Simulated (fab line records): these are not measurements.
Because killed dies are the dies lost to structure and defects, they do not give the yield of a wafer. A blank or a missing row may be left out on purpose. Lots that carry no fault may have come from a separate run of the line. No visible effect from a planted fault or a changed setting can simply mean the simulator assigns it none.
Which of the tools did it? ; flow nand-harc ; 42 wafers from 14 lots sampled at 3 of the route's 1302 steps

## WHAT THE GAUGES READ, wafer by wafer
NHARC_P_M0_OVL_MEAS_10: pitch 180 nm. Usual: overlay-x-nm -0.1 nm, standard deviation 0.82; overlay-y-nm -0.2 nm, standard deviation 0.98.
lot;measured;on;overlay-x-nm (nm);overlay-y-nm (nm);flag
L872;day 6 18:03;overlay-01;-1.0 -0.7 -1.4;-0.3 -0.4 0.3;
L876;day 7 23:31;overlay-01;1.1 1.8 1.7;-0.1 -0.8 -0.3;
L877;day 8 13:44;overlay-01;-1.1 -1.6 -1.7;-0.6 -0.7 -1.0;
L878;day 8 15:14;overlay-01;0.2 0.3 0.3;-1.4 -1.6 -1.5;
L879;day 8 21:39;overlay-01;-0.6 -0.4 -0.4;1.0 1.2 0.6;
L882;day 10 10:37;overlay-02;-0.5 -0.1 -0.4;-0.5 -0.5 -0.7;
L883;day 10 16:25;overlay-02;1.2 1.4 1.1;1.6 1.3 1.0;
L884;day 11 00:21;overlay-01;0.4 0.5 0.3;-1.0 -1.1 -1.2;
L885;day 11 09:46;overlay-02;-0.5 -0.4 -1.1;0.6 0.3 0.1;
L886;day 12 02:37;overlay-02;-0.8 -1.0 -0.9;-0.3 0.4 0.2;
L887;day 12 08:41;overlay-01;-0.4 -0.9 -1.0;-0.5 -0.2 0.4;
L890;day 13 15:16;overlay-02;-0.6 -0.9 -0.3;0.0 -0.9 -0.7;
L892;day 14 05:38;overlay-02;0.5 0.2 0.0;1.5 1.1 0.9;
L894;day 15 07:16;overlay-02;-0.2 -0.4 0.0;-0.5 -0.1 -0.5;

NHARC_P_M0_CD_MEAS_16. Usual: cd-nm at 89.7 nm, with a standard deviation of 0.65.
lot;measured;on;cd-nm (nm);flag
L872;day 6 18:32;cd-sem-03;89.5 90.7 89.6;
L876;day 7 23:55;cd-sem-02;89.0 88.7 88.5;
L877;day 8 14:11;cd-sem-02;89.9 89.7 90.4;
L878;day 8 15:38;cd-sem-01;89.2 89.5 89.5;
L879;day 8 22:04;cd-sem-03;90.6 90.1 91.6;
L882;day 10 11:01;cd-sem-01;89.9 89.9 89.7;
L883;day 10 16:48;cd-sem-03;89.4 89.7 89.7;
L884;day 11 00:45;cd-sem-03;90.0 89.8 90.4;
L885;day 11 10:22;cd-sem-03;89.0 89.5 90.1;
L886;day 12 03:30;cd-sem-03;88.4 89.0 88.5;
L887;day 12 09:05;cd-sem-01;89.6 89.8 89.4;
L890;day 13 15:42;cd-sem-02;90.1 89.7 90.4;
L892;day 14 06:10;cd-sem-02;89.6 89.4 89.3;
L894;day 15 07:40;cd-sem-02;89.5 90.2 90.0;

## EACH LOT AND THE TOOL THAT RAN IT (in order: tool; ch and the chambers of the sampled wafers; start)
lot;NHARC_P_M0_ETCH_15
L872;rie-diel-02 ch 0,1,3, day 6 18:32 or earlier
L876;rie-diel-02 ch 0,1,2, day 7 23:55 or earlier
L877;rie-diel-02 ch 0,1,3, day 8 14:11 or earlier
L878;rie-diel-06 ch 0,2,3, day 8 15:38 or earlier
L879;rie-diel-06 ch 2,3, day 8 22:04 or earlier
L882;rie-diel-02 ch 2,3, day 10 11:01 or earlier
L883;rie-diel-06 ch 0,1,2, day 10 16:48 or earlier
L884;rie-diel-02 ch 0,3, day 11 00:45 or earlier
L885;rie-diel-05 ch 0,2,3, day 11 10:22 or earlier
L886;rie-diel-06 ch 0,1,3, day 12 03:30 or earlier
L887;rie-diel-02 ch 0,1,2, day 12 09:05 or earlier
L890;rie-diel-02 ch 1,2, day 13 15:42 or earlier
L892;rie-diel-02 ch 0,1,3, day 14 06:10 or earlier
L894;rie-diel-05 ch 1,3, day 15 07:40 or earlier
- NHARC_P_M0_ETCH_15: etches the open film in C4F8/Ar, target depth 150 nm, overetch 15 nm, time 82.5 s.

## AS READ BY THE TOOLS THEMSELVES (means over the sampled wafers that have a number; for cases with no such wafer, the mark the record gives instead)
NHARC_P_M0_ETCH_15. Usual: oes-product-au 0.959 a.u., standard deviation 0.017; rf-vpp-V 440.1 V, standard deviation 2.6.
lot;tool;oes-product-au (a.u.);rf-vpp-V (V);flag
L872;rie-diel-02;0.972;441.4;
L876;rie-diel-02;0.967;440.4;
L877;rie-diel-02;0.958;440.8;
L878;rie-diel-06;0.969;440.0;
L879;rie-diel-06;0.951;439.2;
L882;rie-diel-02;0.972;437.8;
L883;rie-diel-06;0.968;440.4;
L884;rie-diel-02;0.974;439.4;
L885;rie-diel-05;0.953;437.1;
L886;rie-diel-06;0.930;438.4;
L887;rie-diel-02;0.980;439.8;
L890;rie-diel-02;0.957;441.2;
L892;rie-diel-02;0.955;441.5;
L894;rie-diel-05;0.930;440.2;

## THE ANSWER, worked out from the rows above alone
Rule: lot off if the mean of its wafers having a number is beyond 3 standard deviations from the usual mean. A lot without any number at a reading at which 4 lots or more have one is off too. Where the step has rows for the other lots, those lots are counted as sound. First the gauges in route order, then the tools' own readings, where a lot's mean is used as printed above. The first step at which some lot is off is used, and at that step the reading that is off furthest; a lot without a number counts as furthest.
No lot is off at any reading shown: from this, nothing can be told.

## WHAT WAS PUT IN BY THE SIMULATOR
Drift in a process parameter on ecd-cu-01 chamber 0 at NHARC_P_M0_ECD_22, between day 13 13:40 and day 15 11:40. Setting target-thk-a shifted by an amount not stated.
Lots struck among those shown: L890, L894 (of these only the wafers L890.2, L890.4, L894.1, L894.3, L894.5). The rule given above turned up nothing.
